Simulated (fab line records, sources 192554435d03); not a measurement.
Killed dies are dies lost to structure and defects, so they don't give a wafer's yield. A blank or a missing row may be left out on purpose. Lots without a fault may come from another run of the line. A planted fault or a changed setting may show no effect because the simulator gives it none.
Chamber matching | flow n5_finfet | N5_BEOL_M4_ILD_DEP_00 on pecvd-04: 3 sister chambers
The step deposits SiOC from DEMS/O2, target thk 79 nm, time 15.3 s. 3 wafers are shown with their chamber, then 11 later ones without.

WAFERS WITH THEIR CHAMBER
wafer  | chamber | heater_power_w (W)
L084.6 | 2       | 575
L086.5 | 0       | 426
L087.2 | 1       | 474

WAFERS WITHOUT THEIR CHAMBER
wafer  | heater_power_w (W)
L087.4 | 453
L087.5 | 462
L090.3 | 510
L090.5 | 526
L090.6 | 442
L095.2 | 508
L095.4 | 551
L095.6 | 524
L097.1 | 466
L097.3 | 579
L097.5 | 582

WHICH CHAMBER EACH WENT THROUGH
wafer  | from the rows above          | in truth
L087.4 | can't be placed: 1 or 0      | 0
L087.5 | can't be placed: 1 or 0      | 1
L090.3 | can't be placed: 1 or 2 or 0 | 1
L090.5 | can't be placed: 2 or 1 or 0 | 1
L090.6 | can't be placed: 0 or 1      | 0
L095.2 | can't be placed: 1 or 2 or 0 | 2
L095.4 | can't be placed: 2 or 1      | 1
L095.6 | can't be placed: 1 or 2 or 0 | 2
L097.1 | can't be placed: 1 or 0      | 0
L097.3 | 2                            | 2
L097.5 | 2                            | 2
Placed correctly: 2 of 11. Can't be placed from these rows: 9 (the true chamber is among the candidates in 9). Placed wrongly: 0.
How it was worked out, from the rows above alone: a wafer's distance from a chamber is the root of the sum, over the readings, of the square of ((its reading less the chamber's mean) divided by the reading's scatter). The wafer belongs to the nearest chamber; if the next one is less than 2 further off, it can't be placed. A chamber's mean is the mean of its shown wafers. The scatter: with one shown wafer a chamber, the root of the mean of the squares of how far each hidden wafer lies from its nearest shown one.
